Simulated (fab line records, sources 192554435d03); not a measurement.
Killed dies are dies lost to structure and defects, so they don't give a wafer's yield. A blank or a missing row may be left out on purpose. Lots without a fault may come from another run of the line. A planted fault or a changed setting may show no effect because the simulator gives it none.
Which tool did it? | flow n5_finfet | 9 lots, 27 wafers sampled, at 6 steps of a route of 1938

WHAT THE GAUGES READ, wafer by wafer
N5_BEOL_M1_CD_MEAS_18: pitch 36 nm, target cd 18 nm.
lot  | measured     | on        | cd_nm (nm)
L373 | day 6 01:53  | cd_sem-01 | 17.88 17.53 17.96
L375 | day 6 15:55  | cd_sem-01 | 17.93 17.80 18.00
L376 | day 6 22:22  | cd_sem-03 | 17.84 18.16 18.42
L378 | day 7 08:59  | cd_sem-03 | 18.40 17.30 18.39
L379 | day 7 09:05  | cd_sem-01 | 18.30 18.19 18.59
L381 | day 8 04:18  | cd_sem-03 | 17.77 18.18 17.85
L386 | day 9 04:59  | cd_sem-02 | 17.94 18.14 18.23
L387 | day 9 16:07  | cd_sem-01 | 17.77 18.49 18.47
L395 | day 11 23:54 | cd_sem-01 | 17.78 18.13 17.86

N5_BEOL_M1_CD_MEAS_28: target cd y 23.3 nm.
lot  | measured     | on        | cd_nm (nm)
L373 | day 6 02:19  | cd_sem-01 | 23.50 23.82 23.81
L375 | day 6 16:14  | cd_sem-02 | 23.73 23.89 24.31
L376 | day 6 22:43  | cd_sem-03 | 24.18 23.89 23.90
L378 | day 7 09:25  | cd_sem-03 | 23.85 23.92 24.13
L379 | day 7 09:36  | cd_sem-02 | 23.51 23.41 23.82
L381 | day 8 04:45  | cd_sem-03 | 23.51 23.85 24.23
L386 | day 9 05:26  | cd_sem-02 | 23.76 23.78 23.98
L387 | day 9 16:26  | cd_sem-03 | 24.01 24.31 23.83
L395 | day 12 00:21 | cd_sem-01 | 10.08 10.01 19.68

N5_BEOL_M4_RC_MEAS_101.
lot  | measured     | on        | DIBL_N (mV/V)  | DIBL_P (mV/V)  | IOFF_N (nA/um)    | IOFF_P (nA/um)    | ION_N (uA/um) | ION_P (uA/um) | SS_N (mV/dec)  | SS_P (mV/dec)  | VT_N (mV)         | VT_P (mV)
L373 | day 7 11:56  | prober-01 | 36.1 36.0 36.9 | 36.4 36.6 37.0 | 0.151 0.157 0.162 | 0.213 0.220 0.223 | 667 686 670   | 467 468 463   | 70.4 71.2 71.6 | 73.2 73.6 73.7 | 251.6 250.6 251.5 | -249.9 -249.2 -249.0
L375 | day 8 12:51  | prober-02 | 37.0 37.4 35.8 | 36.3 37.6 35.2 | 0.171 0.182 0.143 | 0.212 0.231 0.192 | 677 680 673   | 457 462 457   | 72.1 71.4 71.3 | 73.2 73.9 73.3 | 249.5 246.6 249.4 | -248.3 -246.2 -250.7
L376 | day 8 10:27  | prober-02 | 35.7 34.0 36.6 | 36.3 33.5 37.3 | 0.169 0.136 0.185 | 0.208 0.173 0.220 | 679 663 680   | 460 454 463   | 71.8 71.2 72.8 | 73.6 72.4 72.9 | 247.4 252.1 247.1 | -251.9 -254.5 -251.7
L378 | day 9 08:05  | prober-01 | 37.7 36.2 37.6 | 37.3 35.6 38.0 | 0.194 0.164 0.195 | 0.240 0.216 0.256 | 682 675 681   | 469 465 470   | 72.6 71.2 71.1 | 73.0 72.9 73.4 | 245.2 248.1 243.1 | -246.3 -247.6 -247.4
L379 | day 9 07:47  | prober-02 | 35.1 32.9 33.3 | 35.5 32.3 33.4 | 0.141 0.109 0.113 | 0.200 0.162 0.169 | 668 660 665   | 464 461 465   | 71.0 70.1 71.1 | 73.1 71.7 72.5 | 250.5 255.8 254.9 | -250.8 -251.4 -250.0
L381 | day 10 06:52 | prober-02 | 37.2 35.3 35.9 | 36.4 34.1 35.7 | 0.155 0.128 0.136 | 0.213 0.190 0.205 | 672 656 661   | 463 456 459   | 72.2 71.9 71.6 | 73.2 72.2 73.4 | 249.8 253.4 250.5 | -249.4 -249.6 -251.1
L386 | day 10 19:54 | prober-02 | 37.2 36.3 36.0 | 36.7 35.5 35.5 | 0.181 0.157 0.153 | 0.257 0.219 0.230 | 677 664 669   | 469 464 474   | 72.4 72.0 71.7 | 73.4 72.3 73.2 | 246.8 250.5 252.2 | -245.6 -248.8 -247.1
L387 | day 11 16:08 | prober-02 | 35.0 35.4 34.6 | 34.1 34.7 34.4 | 0.152 0.160 0.155 | 0.185 0.192 0.186 | 682 683 685   | 461 458 465   | 71.5 71.3 71.3 | 72.6 72.6 72.8 | 249.4 248.1 248.4 | -250.4 -252.3 -250.2

WHICH TOOL RAN EACH LOT (tool, then ch and the chambers of the sampled wafers, then the start)
lot  | N5_BEOL_M1_DESCUM_16              | N5_BEOL_M1_ETCH_64                | N5_BEOL_M1_EXPOSE_25
L373 | rie_diel-02 ch 0,1,3, day 6 01:28 | rie_diel-02 ch 0,1,3, day 6 01:35 | euv_scanner-01 ch 0, day 6 02:12
L375 | rie_diel-02 ch 0,3, day 6 15:23   | rie_diel-02 ch 0,3, day 6 15:30   | euv_scanner-01 ch 0, day 6 16:05
L376 | rie_diel-02 ch 2,3, day 6 21:56   | rie_diel-02 ch 2,3, day 6 22:01   | euv_scanner-01 ch 0, day 6 22:34
L378 | rie_diel-02 ch 0,2, day 7 08:26   | rie_diel-02 ch 0,2, day 7 08:31   | euv_scanner-02 ch 0, day 7 09:17
L379 | rie_diel-06 ch 1,3, day 7 08:38   | rie_diel-06 ch 1,3, day 7 08:43   | euv_scanner-01 ch 0, day 7 09:28
L381 | rie_diel-01 ch 1,3, day 8 03:47   | rie_diel-01 ch 1,3, day 8 03:52   | euv_scanner-02 ch 0, day 8 04:37
L386 | rie_diel-06 ch 0,1,3, day 9 04:34 | rie_diel-06 ch 0,1,3, day 9 04:38 | euv_scanner-02 ch 0, day 9 05:17
L387 | rie_diel-06 ch 0,2, day 9 15:40   | rie_diel-06 ch 0,2, day 9 15:45   | euv_scanner-02 ch 0, day 9 16:17
L395 | rie_diel-02 ch 0,1, day 11 23:28  | rie_diel-02 ch 0,1, day 11 23:33  | euv_scanner-01 ch 0, day 12 00:13
- N5_BEOL_M1_DESCUM_16: chemistry O2, time 7 s.
- N5_BEOL_M1_ETCH_64: etches SOC in N2/H2, target depth 75 nm, overetch 15 nm, time 112.5 s.
- N5_BEOL_M1_EXPOSE_25: exposes mask V0, defocus 5 nm, target cd 24 nm.

WHAT THE TOOLS THEMSELVES READ (means of the sampled wafers that have a number; where no wafer has one, the mark that the record gives instead)
N5_BEOL_M1_DESCUM_16.
lot  | tool        | chamber_pressure_mTorr (mTorr) | drypump_motor_current_A (A) | oes_product_au (a.u.) | rf_vpp_V (V) | showerhead_plenum_p_Torr (Torr) | throttle_valve_pct (%)
L373 | rie_diel-02 | 20.007                         | 5.9                         | 0.70                  | 243.7        | 2.10                            | 20.49
L375 | rie_diel-02 | 19.993                         | 5.9                         | 0.71                  | 243.0        | 2.10                            | 20.45
L376 | rie_diel-02 | 19.998                         | 5.9                         | 0.91                  | 243.9        | 2.10                            | 20.41
L378 | rie_diel-02 | 20.002                         | 6.0                         | 0.90                  | 243.2        | 2.06                            | 20.44
L379 | rie_diel-06 | 19.979                         | 6.1                         | 0.87                  | 243.5        | 2.10                            | 20.24
L381 | rie_diel-01 | 20.006                         | 5.1                         | 0.80                  | 242.9        | 2.02                            | 20.20
L386 | rie_diel-06 | 20.004                         | 6.1                         | 0.89                  | 243.3        | 2.10                            | 20.26
L387 | rie_diel-06 | 19.979                         | 5.7                         | 0.77                  | 243.3        | 2.07                            | 20.22
L395 | rie_diel-02 | 20.010                         | 6.0                         | 0.84                  | 242.6        | 2.05                            | 20.37

N5_BEOL_M1_ETCH_64.
lot  | tool        | bias_w (W) | chamber_pressure_mTorr (mTorr) | drypump_motor_current_A (A) | oes_product_au (a.u.) | rf_vpp_V (V) | showerhead_plenum_p_Torr (Torr) | throttle_valve_pct (%)
L373 | rie_diel-02 | 150.1      | 29.988                         | 5.9                         | 0.56                  | 523.6        | 2.55                            | 17.91
L375 | rie_diel-02 | 149.8      | 29.987                         | 5.8                         | 0.57                  | 524.1        | 2.56                            | 17.88
L376 | rie_diel-02 | 150.4      | 29.990                         | 5.9                         | 0.71                  | 523.9        | 2.54                            | 17.74
L378 | rie_diel-02 | 149.7      | 30.014                         | 6.0                         | 0.71                  | 522.8        | 2.50                            | 17.71
L379 | rie_diel-06 | 150.0      | 29.982                         | 6.1                         | 0.69                  | 524.8        | 2.55                            | 17.61
L381 | rie_diel-01 | 149.5      | 30.017                         | 5.1                         | 0.63                  | 520.7        | 2.46                            | 17.58
L386 | rie_diel-06 | 150.0      | 30.009                         | 6.1                         | 0.69                  | 524.2        | 2.55                            | 17.59
L387 | rie_diel-06 | 149.1      | 30.008                         | 5.7                         | 0.61                  | 523.0        | 2.51                            | 17.60
L395 | rie_diel-02 | 149.8      | 29.988                         | 6.0                         | 0.66                  | 522.6        | 2.49                            | 17.69

THE ANSWER, worked out from the rows above alone
Rule: what is usual is taken from the lots themselves. Put in order of their means at a reading, lots are off if they are a third of the lots or fewer, leave a main group of 4 or more, and stand apart from it by a gap of 3 or more times the standard deviation of the main group's means; of several such gaps the widest counts. A main group whose means are all the same, to the digits that the tables above print for the reading, isn't used. A lot without any number at a reading at which 4 lots or more have one is off too. The other lots that the step has rows for count as sound. The gauges are gone through in route order, then the tools' own readings, and for those a lot's mean is taken as printed above. The first step at which some lot is off is used, and at that step the reading that is off furthest; a lot without a number counts as furthest.
Off: L395, at N5_BEOL_M1_CD_MEAS_28 (cd_nm). The main group: mean 23.87 nm, standard deviation 0.15.
A tool fits if, at a process step before that reading, it ran every lot that is off, and no sound lot after the first of them. The gauges at N5_BEOL_M1_CD_MEAS_28 are tried like those tools. Can't be told from this: 3 tools fit, rie_diel-02 at N5_BEOL_M1_DESCUM_16 and N5_BEOL_M1_ETCH_64, euv_scanner-01 at N5_BEOL_M1_EXPOSE_25, cd_sem-01 at N5_BEOL_M1_CD_MEAS_28.

WHAT THE SIMULATOR HAD PUT IN
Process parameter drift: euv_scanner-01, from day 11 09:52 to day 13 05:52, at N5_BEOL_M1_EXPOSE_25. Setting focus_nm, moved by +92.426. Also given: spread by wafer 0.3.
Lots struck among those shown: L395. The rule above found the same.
